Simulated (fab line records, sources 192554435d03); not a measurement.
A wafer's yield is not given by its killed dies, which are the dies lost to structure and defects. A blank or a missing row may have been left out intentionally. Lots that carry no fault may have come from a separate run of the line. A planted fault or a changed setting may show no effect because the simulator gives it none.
fab line records    flow n5-finfet
record: lots: 12  wafers: 35  last-day: 17
route steps=1938 shown BEOL_M5@1181 BEOL_M6@1195 PASSIVATION@1936
lots with no fault: from the same line, run without faults
start-h: the number of hours between the record's first day and the start of the first shown wafer of the lot    wait-h: hours elapsed since this lot's preceding step    " same as the row above    L1.1+2: one row covering several wafers at once    - value missing, or start not given    * or withheld: withheld    < > ~ a bound
route shown NAME@n: a module of which the file shows steps, and the number in the route of the first    usual: mean/standard deviation taken from wafers without a fault    same: alike in all rows    chamber/n: place in a boat    sites: per-site readings    _std_site: standard deviation across them    _edge_site: the outer-site mean with the inner-site mean subtracted    radius-mm: how far each site lies from the wafer's centre    mask NAME#n: copy n    behind: the most recent tool/chamber to have shaped the wafer    hold: why the lot went on hold/how many hours it stayed there/how the hold came to an end    device: the n, p or np transistor that did not switch    end of line: at the end of the route, the tests of the same wafers    a step with no rows: only its recipe    killed: not the wafer's yield, but the dies lost to structure and defects at the first sort    map: dies across one wafer; x = killed, . = not, _ = none there
set.NAME: setting as actually run; set.NAME@STEP: the setting as run at that earlier step    model.NAME: the simulator's own value behind a step, which no gauge read
a sample of lots followed through the steps of the route, with each step as a table and each wafer as a row
services: a tool's chamber out of use, with start hour (start-h, from the record's first day; less than 0 if before it), hours out, and reason
== steps ==
step: N5_BEOL_M5_SPUTTER_88
recipe: material: Cu  target-thk-a: 150  temp-c: -20  chamber-pressure-pa: 0.07  power-w: withheld  time-s: 27.62
usual: throttle-valve-pct: 29.8/1.1
lot.wafer  tool            chamber  start-h  wait-h  throttle-valve-pct
L769.2     pvd-sputter-03  -        188.60   0.5     30.2
L769.5     "               -        "        "       30.4
L771.2     pvd-sputter-03  -        195.52   0.5     29.3
L771.5     "               -        "        "       29.5
L771.6     "               -        "        "       29.1
L770.3     pvd-sputter-02  -        199.09   0.5     28.4
L770.5     "               -        "        "       29.4
L770.6     "               -        "        "       29.9
L772.2     pvd-sputter-02  -        203.76   0.5     29.9
L772.4     "               -        "        "       29.5
L772.6     "               -        "        "       29.3
L774.2     pvd-sputter-02  -        215.68   0.5     31.1
L774.3     "               -        "        "       28.4
L774.4     "               -        "        "       29.5
L775.2     pvd-sputter-03  -        220.01   0.5     30.4
L775.4     "               -        "        "       30.1
L775.6     "               -        "        "       29.3
L777.2     pvd-sputter-01  -        249.43   0.5     30.9
L777.5     "               -        "        "       29.4
L777.6     "               -        "        "       31.0
L780.1     pvd-sputter-03  -        251.80   0.5     30.1
L780.2     "               -        "        "       29.1
L780.6     "               -        "        "       30.4
L784.2     pvd-sputter-01  -        266.83   0.5     28.9
L784.4     "               -        "        "       31.7
L784.5     "               -        "        "       31.1
L786.2     pvd-sputter-02  -        289.45   0.5     30.0
L786.3     "               -        "        "       29.6
L786.6     "               -        "        "       29.8
L788.1     pvd-sputter-01  -        292.70   0.5     29.1
L788.2     "               -        "        "       27.6
L788.5     "               -        "        "       31.1
L791.1     pvd-sputter-01  -        312.15   0.5     32.0
L791.3     "               -        "        "       30.9
L791.4     "               -        "        "       28.0
step: N5_BEOL_M5_RS_MEAS_57
recipe: thk-meas-gauge: four-point-probe  reads: Co_of_BEOL_M5_CO_CAP_78+Cu_of_BEOL_M5_ECD_50+Co_of_BEOL_M5_CVD_47+TaN_of_BEOL_M5_ALD_86
usual: M5_RS: 0.384/0.012
lot.wafer  tool           chamber  start-h  wait-h  M5_RS[ohm/sq]
L769.2     film-metro-01  -        190.74   0.1     0.369
L769.5     "              -        "        "       0.398
L771.2     film-metro-01  -        198.04   0.1     0.368
L771.5     "              -        "        "       0.369
L771.6     "              -        "        "       0.370
L770.3     film-metro-01  -        201.23   0.1     0.396
L770.5     "              -        "        "       0.389
L770.6     "              -        "        "       0.361
L772.2     film-metro-02  -        206.16   0.1     0.393
L772.4     "              -        "        "       0.361
L772.6     "              -        "        "       0.383
L774.2     film-metro-02  -        217.86   0.1     0.380
L774.3     "              -        "        "       0.385
L774.4     "              -        "        "       0.400
L775.2     film-metro-02  -        222.19   0.1     0.373
L775.4     "              -        "        "       0.381
L775.6     "              -        "        "       0.390
L777.2     film-metro-02  -        251.58   0.1     0.390
L777.5     "              -        "        "       0.392
L777.6     "              -        "        "       0.386
L780.1     film-metro-02  -        253.96   0.0     0.384
L780.2     "              -        "        "       0.377
L780.6     "              -        "        "       0.403
L784.2     film-metro-01  -        269.35   0.1     0.390
L784.4     "              -        "        "       0.386
L784.5     "              -        "        "       0.387
L786.2     film-metro-02  -        291.65   0.1     0.395
L786.3     "              -        "        "       0.401
L786.6     "              -        "        "       0.382
L788.1     film-metro-01  -        294.90   0.0     0.381
L788.2     "              -        "        "       0.373
L788.5     "              -        "        "       0.387
L791.1     film-metro-01  -        314.33   0.0     0.374
L791.3     "              -        "        "       0.375
L791.4     "              -        "        "       0.392
step: N5_BEOL_M6_CURE_74
recipe: temp-c: 385  time-s: 240  ambient: He/Ar  material: SiCOH_lowk
usual: lamp-power-pct: 52.31/0.055  wafer_temp_C_max: 386.7/0.72
lot.wafer  tool        chamber  start-h  wait-h  lamp-power-pct  wafer_temp_C_max
L769.2     uv-cure-02  0        190.97   0.1     52.30           386.1
L769.5     "           0        "        "       52.26           386.4
L771.2     uv-cure-01  0        198.24   0.1     52.29           386.4
L771.5     "           0        "        "       52.35           386.2
L771.6     "           0        "        "       52.27           386.7
L770.3     uv-cure-01  1        201.52   0.2     52.35           387.5
L770.5     "           1        "        "       52.35           387.6
L770.6     "           1        "        "       52.28           386.9
L772.2     uv-cure-01  1        206.37   0.1     52.36           387.4
L772.4     "           1        "        "       52.31           387.0
L772.6     "           1        "        "       52.32           387.0
L774.2     uv-cure-02  1        218.06   0.1     52.33           388.5
L774.3     "           1        "        "       52.33           387.7
L774.4     "           1        "        "       52.34           387.9
L775.2     uv-cure-01  0        222.41   0.1     52.30           386.2
L775.4     "           0        "        "       52.24           386.1
L775.6     "           0        "        "       52.28           386.1
L777.2     uv-cure-02  2        251.79   0.1     52.27           385.8
L777.5     "           2        "        "       52.24           386.3
L777.6     "           2        "        "       52.29           386.2
L780.1     uv-cure-01  0        254.09   0.0     52.28           386.1
L780.2     "           0        "        "       52.36           386.1
L780.6     "           0        "        "       52.31           385.9
L784.2     uv-cure-02  2        269.55   0.1     52.33           386.9
L784.4     "           2        "        "       52.23           386.8
L784.5     "           2        "        "       52.32           386.5
L786.2     uv-cure-03  1        291.86   0.1     52.36           387.3
L786.3     "           1        "        "       52.37           387.5
L786.6     "           1        "        "       52.22           387.8
L788.1     uv-cure-02  0        295.54   0.6     52.42           385.9
L788.2     "           0        "        "       52.40           386.1
L788.5     "           0        "        "       52.32           386.5
L791.1     uv-cure-01  1        314.46   0.0     52.24           386.6
L791.3     "           1        "        "       52.41           388.2
L791.4     "           1        "        "       52.28           388.5
step: N5_BEOL_M6_COAT_59
recipe: resist: SOC  temp-c: 250  time-s: 60  spin-rpm: 1500  resist-thk-nm: 100
usual: chill-plate-temp-C: 22.99/0.097  spin-speed-rpm: 1500.1/0.99
lot.wafer  tool            chamber  start-h  wait-h  chill-plate-temp-C  spin-speed-rpm
L769.2     litho-track-02  0        191.88   0.1     23.06               1502.2
L769.5     "               0        "        "       22.93               1499.2
L771.2     litho-track-01  0        199.03   0.1     22.92               1499.0
L771.5     "               0        "        "       23.01               1501.4
L771.6     "               0        "        "       22.93               1500.0
L770.3     litho-track-05  0        202.51   0.1     23.12               1500.6
L770.5     "               0        "        "       22.92               1500.7
L770.6     "               0        "        "       23.00               1499.0
L772.2     litho-track-01  0        207.75   0.1     23.00               1501.0
L772.4     "               0        "        "       22.68               1502.3
L772.6     "               0        "        "       22.94               1501.5
L774.2     litho-track-02  0        221.84   0.1     23.02               1500.8
L774.3     "               0        "        "       23.05               1500.4
L774.4     "               0        "        "       23.05               1500.8
L775.2     litho-track-02  0        224.07   0.1     23.07               1499.4
L775.4     "               0        "        "       23.16               1500.4
L775.6     "               0        "        "       23.04               1501.1
L777.2     litho-track-01  0        253.60   0.1     22.87               1499.2
L777.5     "               0        "        "       22.81               1499.9
L777.6     "               0        "        "       23.05               1499.6
L780.1     litho-track-01  0        258.80   0.1     23.10               1499.5
L780.2     "               0        "        "       23.15               1500.7
L780.6     "               0        "        "       22.93               1500.7
L784.2     litho-track-01  0        270.96   0.1     22.99               1569.7
L784.4     "               0        "        "       23.11               1571.1
L784.5     "               0        "        "       22.95               1568.2
L786.2     litho-track-02  0        292.51   0.1     22.91               1501.1
L786.3     "               0        "        "       23.03               1500.5
L786.6     "               0        "        "       23.11               1499.9
L788.1     litho-track-01  0        296.64   0.1     22.90               1568.9
L788.2     "               0        "        "       22.88               1568.1
L788.5     "               0        "        "       22.91               1568.6
L791.1     litho-track-05  0        316.72   0.1     22.99               1499.5
L791.3     "               0        "        "       23.23               1498.5
L791.4     "               0        "        "       23.14               1497.7
step: N5_PASSIVATION_PROBE_49
usual: defect-limited-yield: 90.9/1.6  killed_at_M0_to_M3: 34/11  killed_at_M4_up: 14/5.7  killed-at-contacts: 13/6.5  killed-at-front-end: 43/11  killed-at-other: 4/3.1  killed-dies: 107/19  killed-open: 71/14  killed-short: 35/7.9  sort_bin_5_function: 5.3/1.1  sort_bin_6_memory: 3.4/0.74  sort-n-pass: 1073/19  sort-yield-pct: 90.9/1.6
same: gross-dies: 1180  killed-at-back-side: 0  sort_bin_4_leakage[%]: 0  sort_bin_8_speed[%]: 0
lot.wafer  tool       chamber  start-h  wait-h  defect-limited-yield[%]  killed_at_M0_to_M3  killed_at_M4_up  killed-at-contacts  killed-at-front-end  killed-at-other  killed-dies  killed-open  killed-short  sort_bin_5_function[%]  sort_bin_6_memory[%]  sort-n-pass  sort-yield-pct[%]
L771.2     prober-02  -        282.36   0.1     90.8                     47                  5                8                   48                   1                109          75           31            4.8                     3.8                   1071         90.8
L771.5     prober-02  -        282.51   0.2     90.2                     40                  17               10                  42                   7                116          76           32            5.9                     3.3                   1064         90.2
L771.6     prober-02  -        282.56   0.3     89.0                     44                  18               16                  47                   5                130          86           44            5.6                     4.7                   1050         89.0
L774.2     prober-02  -        312.28   0.1     92.3                     44                  7                17                  21                   2                91           59           31            4.2                     3.4                   1089         92.3
L774.3     prober-02  -        312.33   0.1     92.2                     27                  6                19                  39                   1                92           55           36            4.8                     2.4                   1088         92.2
L774.4     prober-02  -        312.38   0.2     90.3                     44                  11               22                  35                   2                114          71           41            4.9                     4.3                   1066         90.3
L775.2     prober-01  -        314.95   0.1     91.2                     28                  14               17                  43                   2                104          65           39            5.7                     3.0                   1076         91.2
L775.4     prober-01  -        315.05   0.2     88.6                     34                  19               29                  51                   2                135          89           39            6.5                     4.3                   1045         88.6
L775.6     prober-01  -        315.15   0.3     92.3                     26                  15               13                  36                   1                91           59           32            4.4                     2.8                   1089         92.3
L777.2     prober-01  -        345.71   0.1     88.5                     28                  21               21                  60                   6                136          94           42            6.5                     4.6                   1044         88.5
L777.5     prober-01  -        345.86   0.2     90.8                     29                  10               20                  44                   5                108          73           35            5.0                     3.6                   1072         90.8
L777.6     prober-01  -        345.91   0.3     90.8                     22                  20               22                  43                   1                108          77           31            6.0                     2.9                   1072         90.8
L786.2     prober-01  -        374.82   0.1     93.2                     10                  9                10                  49                   2                80           54           25            3.9                     2.7                   1100         93.2
L786.3     prober-01  -        374.87   0.1     90.4                     22                  9                20                  52                   10               113          84           29            4.9                     4.6                   1067         90.4
L786.6     prober-01  -        375.02   0.3     91.3                     22                  19               9                   45                   8                103          74           29            5.3                     3.2                   1077         91.3
L788.1     prober-02  -        375.33   0.0     90.9                     53                  14               4                   34                   2                107          78           29            4.3                     4.3                   1073         90.9
L788.2     prober-02  -        375.38   0.1     90.3                     52                  14               10                  38                   1                115          70           40            6.6                     2.5                   1065         90.3
L788.5     prober-02  -        375.53   0.2     92.7                     31                  12               10                  29                   4                86           52           28            3.6                     3.1                   1094         92.7
killed by level:class
L771.2 BEOL_M2:geometric-particle:open=17 STI_FIN_REVEAL:geometric-particle:open=13 BEOL_M0_SAQP:geometric-particle:open=9 FIN_SAQP:geometric-particle:open=8 GATE_CUT:geometric-particle:short=7 MOL_CONTACT_COAG:geometric-particle:open=7 BEOL_M1:geometric-particle:open=7 FIN_SAQP:geometric-particle:short=6
L771.5 STI_FIN_REVEAL:geometric-particle:open=22 BEOL_M3:geometric-particle:open=16 BEOL_M4:geometric-particle:open=10 BEOL_M2:geometric-particle:open=7 MOL_CONTACT_COAG:geometric-particle:open=6 BEOL_M0_SAQP:geometric-particle:short=5 HKMG_FIN:area-etch=5 STI_FIN_REVEAL:geometric-particle:short=4
L771.6 BEOL_M2:geometric-particle:open=21 STI_FIN_REVEAL:geometric-particle:open=12 MOL_CONTACT_COAG:geometric-particle:open=12 BEOL_M4:geometric-particle:open=7 STI_FIN_REVEAL:geometric-particle:short=6 BEOL_M0_SAQP:geometric-particle:open=6 BEOL_M4:geometric-particle:short=4 DUMMY_GATE:geometric-particle:short=4
L774.2 MOL_CONTACT_COAG:geometric-particle:open=12 BEOL_M1:geometric-particle:short=9 BEOL_M0_SAQP:geometric-particle:open=9 BEOL_M3:geometric-particle:open=9 BEOL_M0_SAQP:geometric-particle:short=7 STARTING-WAFER:geometric-particle:open=6 MOL_CONTACT_COAG:geometric-particle:short=5 BEOL_M2:geometric-particle:open=5
L774.3 MOL_CONTACT_COAG:geometric-particle:open=16 BEOL_M0_SAQP:geometric-particle:short=13 STI_FIN_REVEAL:geometric-particle:open=9 BEOL_M0_SAQP:geometric-particle:open=8 FIN_SAQP:geometric-particle:open=7 GATE_CUT:geometric-particle:short=6 FIN_SAQP:geometric-particle:short=4 BEOL_M4:geometric-particle:open=4
L774.4 MOL_CONTACT_COAG:geometric-particle:open=18 BEOL_M0_SAQP:geometric-particle:open=17 BEOL_M0_SAQP:geometric-particle:short=12 STI_FIN_REVEAL:geometric-particle:open=9 FIN_SAQP:geometric-particle:short=6 FIN_SAQP:geometric-particle:open=4 BEOL_M1:geometric-particle:short=4 BEOL_M5:geometric-particle:open=4
L775.2 MOL_CONTACT_COAG:geometric-particle:open=12 BEOL_M2:geometric-particle:open=8 STI_FIN_REVEAL:geometric-particle:open=7 FIN_SAQP:geometric-particle:open=6 FIN_SAQP:geometric-particle:short=5 MOL_CONTACT_COAG:geometric-particle:short=5 GATE_CUT:geometric-particle:short=5 BEOL_M3:geometric-particle:open=5
L775.4 MOL_CONTACT_COAG:geometric-particle:open=26 BEOL_M0_SAQP:geometric-particle:short=9 STI_FIN_REVEAL:geometric-particle:open=8 BEOL_M0_SAQP:geometric-particle:open=8 FIN_SAQP:geometric-particle:short=7 BEOL_M2:geometric-particle:open=7 GATE_CUT:geometric-particle:short=6 HKMG_FIN:area-etch=6
L775.6 MOL_CONTACT_COAG:geometric-particle:open=10 STI_FIN_REVEAL:geometric-particle:open=9 BEOL_M0_SAQP:geometric-particle:short=9 GATE_CUT:geometric-particle:short=8 BEOL_M4:geometric-particle:open=7 DUMMY_GATE:geometric-particle:open=4 BEOL_M0_SAQP:geometric-particle:open=4 BEOL_M1:geometric-particle:open=4
L777.2 FIN_SAQP:geometric-particle:open=30 MOL_CONTACT_COAG:geometric-particle:open=19 FIN_SAQP:geometric-particle:short=11 BEOL_M4:geometric-particle:open=11 BEOL_M2:geometric-particle:open=6 BEOL_M2:geometric-particle:short=5 BEOL_M0_SAQP:geometric-particle:short=5 BEOL_M1:geometric-particle:open=5
L777.5 MOL_CONTACT_COAG:geometric-particle:open=16 BEOL_M2:geometric-particle:open=13 FIN_SAQP:geometric-particle:open=12 FIN_SAQP:geometric-particle:short=7 STI_FIN_REVEAL:geometric-particle:open=7 GATE_CUT:geometric-particle:short=7 BEOL_M4:geometric-particle:open=5 MOL_CONTACT_COAG:geometric-particle:short=4
L777.6 MOL_CONTACT_COAG:geometric-particle:open=19 FIN_SAQP:geometric-particle:open=18 BEOL_M4:geometric-particle:open=10 BEOL_M1:geometric-particle:open=8 FIN_SAQP:geometric-particle:short=7 STI_FIN_REVEAL:geometric-particle:open=4 BEOL_M2:geometric-particle:open=4 BEOL_M4:geometric-particle:short=4
L786.2 STI_FIN_REVEAL:geometric-particle:open=10 MOL_CONTACT_COAG:geometric-particle:open=9 FIN_SAQP:geometric-particle:short=6 GATE_CUT:geometric-particle:open=6 BEOL_M4:geometric-particle:open=6 STARTING-WAFER:geometric-particle:open=5 ILD0:geometric-particle:open=4 FIN_SAQP:geometric-particle:open=3
L786.3 MOL_CONTACT_COAG:geometric-particle:open=16 STI_FIN_REVEAL:geometric-particle:open=13 FIN_SAQP:geometric-particle:open=12 FIN_SAQP:geometric-particle:short=10 BEOL_M3:geometric-particle:open=8 DUMMY_GATE:geometric-particle:open=6 BEOL_M2:geometric-particle:open=5 BEOL_M4:geometric-particle:open=5
L786.6 BEOL_M4:geometric-particle:open=10 FIN_SAQP:geometric-particle:short=9 STI_FIN_REVEAL:geometric-particle:open=8 MOL_CONTACT_COAG:geometric-particle:open=8 BEOL_M3:geometric-particle:open=8 BEOL_M0:geometric-particle:open=5 FIN_SAQP:geometric-particle:open=4 DUMMY_GATE:geometric-particle:open=4
L788.1 FIN_SAQP:geometric-particle:open=13 BEOL_M0_SAQP:geometric-particle:open=13 BEOL_M1:geometric-particle:open=12 BEOL_M0_SAQP:geometric-particle:short=8 BEOL_M3:geometric-particle:open=8 STI_FIN_REVEAL:geometric-particle:open=5 BEOL_M0:geometric-particle:open=4 DUMMY_GATE:geometric-particle:open=3
L788.2 BEOL_M3:geometric-particle:open=11 BEOL_M1:geometric-particle:open=10 MOL_CONTACT_COAG:geometric-particle:open=9 BEOL_M0_SAQP:geometric-particle:short=8 GATE_CUT:geometric-particle:short=7 BEOL_M0_SAQP:geometric-particle:open=6 BEOL_M4:geometric-particle:open=5 BEOL_M6:geometric-particle:open=5
L788.5 BEOL_M0_SAQP:geometric-particle:short=9 MOL_CONTACT_COAG:geometric-particle:open=8 BEOL_M0_SAQP:geometric-particle:open=7 STI_FIN_REVEAL:geometric-particle:open=5 HKMG_FIN:area-etch=5 DUMMY_GATE:geometric-particle:open=4 GATE_CUT:geometric-particle:short=4 BEOL_M1:geometric-particle:open=4
== services ==
tool            chamber  start-h  hours  kind
pvd-sputter-01  -        175.05   0.9    repair
uv-cure-01      -        226.08   0.4    repair
uv-cure-01      -        282.71   22.2   repair
== key ==
first-sign: step: N5_BEOL_M6_COAT_59  reading: spin-speed-rpm  direction: up  sigmas: 70  usual: *  struck: *
effect none on later readings
met-at N5_BEOL_M6_COAT_59
struck-lots L784,L788
not-acting-at N5_BEOL_M5_SPUTTER_88,N5_BEOL_M5_RS_MEAS_57,N5_BEOL_M6_CURE_74
onset-between 258.80 270.96
fault: kind: process-parameter-drift  tool: litho-track-01  chamber: -  onset-h: 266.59  steps: N5_BEOL_M6_COAT_59  channel: spin-rpm  offset: *  shape: step  end-h: 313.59  acts-in: *  stated: *
